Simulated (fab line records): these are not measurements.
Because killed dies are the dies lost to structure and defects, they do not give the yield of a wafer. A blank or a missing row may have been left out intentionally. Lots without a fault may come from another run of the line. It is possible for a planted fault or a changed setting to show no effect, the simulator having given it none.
Struck lot and sound lot, side by side :: flow n5-finfet :: 35 out of 1938 route steps
Sound: wafers L620.3, L620.4, L620.5. Wafers struck: L612.2, L612.5, L612.6. The cause comes at the end.
For every step that has rows: the tool of each side, followed by ch and its chambers, followed by its first start. Under that, the readings that differ: sound wafers :: struck wafers :: difference of the means :: sigmas: that difference in standard deviations of wafers without a fault.
alike: readings with means less than 2 such deviations apart, plus words and numbers identical on both sides. not compared: withheld readings, readings lacking a value on some wafer, bounds such as >300 that could conceal the same value, and numbers that have no deviation in the record and whose values overlap.
The two part at a step that has a row with sigmas, a row that says differs or no value, or rows on one side only. Numbers that have no deviation but don't overlap get no sigmas and don't part them. Lack of a reading on every wafer of one side parts them only where that side has two or more wafers.

first, 7 steps without rows for these wafers: N5_BEOL_M4_CMP_52 (polishes, stops on SiOC, t overpolish 6.8 s, target thk 40 nm); N5_BEOL_M4_PRE_CLEAN_60 (time 15 s); N5_BEOL_M4_CO_CAP_55 (material Co, precursor CCTBA/H2, target thk 2 nm, time 102.1 s); N5_BEOL_M4_PRE_CLEAN_56 (time 15 s); N5_BEOL_M4_DEP_57 (deposits SiCN from 3MS/NH3, target thk 8 nm, time 14 s); N5_BEOL_M5_ILD_DEP_00 (deposits SiCOH lowk from DEMS/porogen, target thk 140.64 nm, time 25.9 s); N5_BEOL_M5_CURE_79 (cures SiCOH lowk, time 240 s).
N5_BEOL_M5_PECVD_70: deposits SiO2 from TEOS/O2, target thk 16 nm, time 18 s.
  sound on pecvd-03 ch 0,2, day 15 00:32; struck on pecvd-04 ch 0,2, day 12 19:47
reading: susceptor-temp-C (C)
sound: 399.90 400.07 400.31
struck: 403.65 403.60 403.34
difference: +3.44
sigmas: +16
  alike: heater-power-w, rf-fwd-power-W, showerhead-plenum-p-Torr, throttle-valve-pct
  not compared: model.SiO2_of_BEOL_M5_PECVD_70.thk-nm
then, 25 steps without rows for these wafers: N5_BEOL_M5_HM_DEP_02 (deposits TiN, target thk 20 nm); N5_BEOL_M5_COAT_59 (time 60 s, resist thk 60 nm); N5_BEOL_M5_COAT_60 (time 60 s, resist thk 12 nm); N5_BEOL_M5_COAT_71 (time 60 s, resist thk 5 nm); N5_BEOL_M5_COAT_05 (resist thk 30 nm); N5_BEOL_M5_EBR_07; N5_BEOL_M5_SOFTBAKE_06 (time 60 s); N5_BEOL_M5_EXPOSE_08 (exposes mask M5, target cd 28 nm); N5_BEOL_M5_PEB_09 (peb time 60 s); N5_BEOL_M5_DEVELOP_10 (develop time 30 s); N5_BEOL_M5_DESCUM_16 (chemistry O2, time 7 s); N5_BEOL_M5_ETCH_72 (etches underlayer in N2/H2, target depth 6.5 nm, time 5.2 s); N5_BEOL_M5_ETCH_61 (etches SiARC in CF4, target depth 15.6 nm, time 26 s); N5_BEOL_M5_ETCH_62 (etches SOC in N2/H2, target depth 75 nm, overetch 15 nm, time 112.5 s); N5_BEOL_M5_STRIP_63 (strips in N2/H2); N5_BEOL_M5_STRIP_73 (strips in N2/H2); N5_BEOL_M5_STRIP_64 (strips in CF4); N5_BEOL_M5_HM_OPEN_17 (chemistry Cl2/BCl3, target TiN, target depth 20 nm, overetch 6 nm); N5_BEOL_M5_STRIP_19 (strips in O2); N5_BEOL_M5_COAT_65 (time 60 s, resist thk 60 nm); N5_BEOL_M5_COAT_66 (time 60 s, resist thk 12 nm); N5_BEOL_M5_COAT_74 (time 60 s, resist thk 5 nm); N5_BEOL_M5_COAT_22 (resist thk 30 nm); N5_BEOL_M5_EBR_24; N5_BEOL_M5_SOFTBAKE_23 (time 60 s).
N5_BEOL_M5_HM_STRIP_39: strips TiN in peroxide tin strip, target depth 25 nm, time 158 s.
  sound on wet-bench-03 ch 4,5,6, day 15 09:14; struck on wet-bench-01 ch 0,1,5, day 12 23:16
  not compared: model.SiO2_of_BEOL_M5_PECVD_70.thk-nm
following that, these wafers have no rows for 1 step: N5_PASSIVATION_PROBE_49.

WHERE THEY PART
N5_BEOL_M5_PECVD_70 only, going by this record.

WHY: what had been put in by the simulator
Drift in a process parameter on pecvd-04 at N5_BEOL_M5_PECVD_70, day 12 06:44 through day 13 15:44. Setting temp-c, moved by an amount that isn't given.
